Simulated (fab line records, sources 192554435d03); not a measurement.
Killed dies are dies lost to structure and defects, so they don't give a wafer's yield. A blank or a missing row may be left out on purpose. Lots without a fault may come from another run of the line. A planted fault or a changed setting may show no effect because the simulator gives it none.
Split-lot experiment | flow n5_finfet | 7 lots, 39 wafers read, on a route of 1938 steps

THE SPLIT
At N5_DUMMY_GATE_ETCH_37 (etches SOC in N2/H2, target depth 60 nm, overetch 30 nm), the setting source_w was moved away from the recipe's 840 W on 15 of the 39 wafers read, by -16.6% to +19.0%. The other wafers ran this setting at the recipe's value.

The reading is taken at the split's own step.

THE READING
rf_vpp_V, in V, at N5_DUMMY_GATE_ETCH_37 (etches SOC in N2/H2, target depth 60 nm, overetch 30 nm). Fault-free wafers of this fab line usually give 524.7 V, standard deviation 1.8 V.

wafer  | tool, chamber at the split | source_w as run, W | against the recipe | rf_vpp_V, V | against lot-mates on the recipe
L074.1 | rie_diel-02, 3             | 840                | recipe             | 523.5       | -
L074.2 | rie_diel-02, 2             | 996.7              | +18.7%             | 497.7       | -26.4
L074.3 | rie_diel-02, 1             | 840                | recipe             | 524.7       | -
L074.4 | rie_diel-02, 1             | 840                | recipe             | 524.1       | -
L074.5 | rie_diel-02, 2             | 996.7              | +18.7%             | 498.2       | -25.9
L074.6 | rie_diel-02, 3             | 996.7              | +18.7%             | 494.5       | -29.6
L076.1 | rie_diel-02, 3             | 840                | recipe             | 523.4       | -
L076.3 | rie_diel-02, 1             | 840                | recipe             | 523.7       | -
L076.6 | rie_diel-02, 2             | 840                | recipe             | 525.0       | -
L078.1 | rie_diel-06, 2             | 840                | recipe             | 525.4       | -
L078.2 | rie_diel-06, 3             | 1000               | +19.0%             | 491.0       | -35.5
L078.3 | rie_diel-06, 0             | 840                | recipe             | 527.2       | -
L078.4 | rie_diel-06, 1             | 840                | recipe             | 526.9       | -
L078.5 | rie_diel-06, 3             | 1000               | +19.0%             | 491.4       | -35.1
L078.6 | rie_diel-06, 0             | 1000               | +19.0%             | 498.5       | -28.0
L081.1 | rie_diel-01, 3             | 840                | recipe             | 525.5       | -
L081.2 | rie_diel-01, 2             | 700.2              | -16.6%             | 554.4       | +28.9
L081.3 | rie_diel-01, 1             | 700.2              | -16.6%             | 558.4       | +32.9
L081.4 | rie_diel-01, 0             | 840                | recipe             | 525.6       | -
L081.5 | rie_diel-01, 0             | 840                | recipe             | 525.4       | -
L081.6 | rie_diel-01, 3             | 700.2              | -16.6%             | 556.8       | +31.3
L086.1 | rie_diel-02, 2             | 840                | recipe             | 527.6       | -
L086.2 | rie_diel-02, 3             | 840                | recipe             | 524.2       | -
L086.3 | rie_diel-02, 0             | 840                | recipe             | 525.4       | -
L086.4 | rie_diel-02, 1             | 840                | recipe             | 523.6       | -
L086.5 | rie_diel-02, 0             | 840                | recipe             | 524.2       | -
L086.6 | rie_diel-02, 3             | 840                | recipe             | 523.0       | -
L088.1 | rie_diel-01, 2             | 840                | recipe             | 523.4       | -
L088.2 | rie_diel-01, 0             | 840                | recipe             | 526.1       | -
L088.3 | rie_diel-01, 1             | 993.4              | +18.3%             | 498.9       | -25.6
L088.4 | rie_diel-01, 0             | 993.4              | +18.3%             | 495.3       | -29.2
L088.5 | rie_diel-01, 1             | 993.4              | +18.3%             | 497.7       | -26.8
L088.6 | rie_diel-01, 2             | 840                | recipe             | 524.0       | -
L091.1 | rie_diel-02, 3             | 840                | recipe             | 523.4       | -
L091.2 | rie_diel-02, 2             | 944.4              | +12.4%             | 505.1       | -20.1
L091.3 | rie_diel-02, 1             | 944.4              | +12.4%             | 503.3       | -21.9
L091.4 | rie_diel-02, 0             | 840                | recipe             | 526.6       | -
L091.5 | rie_diel-02, 2             | 840                | recipe             | 525.5       | -
L091.6 | rie_diel-02, 1             | 944.4              | +12.4%             | 503.0       | -22.2

THE FIT
A straight line over all 39 wafers: rf_vpp_V changes by -1.66 V for each +1% of source_w; r = -0.99; the points scatter about the line by 2.2 V.
The same after taking each lot's own level away (the mean of its wafers on the recipe; 39 wafers): -1.66 V for each +1%; r = -0.99; scatter 2.2 V.
On that fit, the largest move of source_w shifts the reading by 32 V.
The lots' own levels span 524.03 to 526.50 V, that is 1.4 times the standard deviation above.
So the lot-to-lot level changes the slope little: the two slopes agree.
Check: with one of the wafers moved furthest among these (+19.0%) left out of the fit, the line predicts -30.5 V for it against its lot-mates. It came out at -35.5 V against them.
Tool readings at the split's step, against how far the setting was moved: rf_vpp_V r = -0.99.

THE WHOLE CHAIN: every reading that the file lists as answering this split, in the file's order
step                  | what it does                                            | reading                                                                             | change (the file's fit)                | r (the file's)
N5_DUMMY_GATE_ETCH_37 | etches SOC in N2/H2, target depth 60 nm, overetch 30 nm | rf_vpp_V                                                                            | -1.64 V for each +1% of the setting    | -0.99
N5_DUMMY_GATE_ETCH_37 | etches SOC in N2/H2, target depth 60 nm, overetch 30 nm | SiARC_of_DUMMY_GATE_COAT_35.thk_nm (the simulator's own value, which no gauge read) | -0.0286 nm for each +1% of the setting | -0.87

THE FILE'S OWN FIT
rf_vpp_V changes by -1.64 V for each +1% of source_w, r = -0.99.
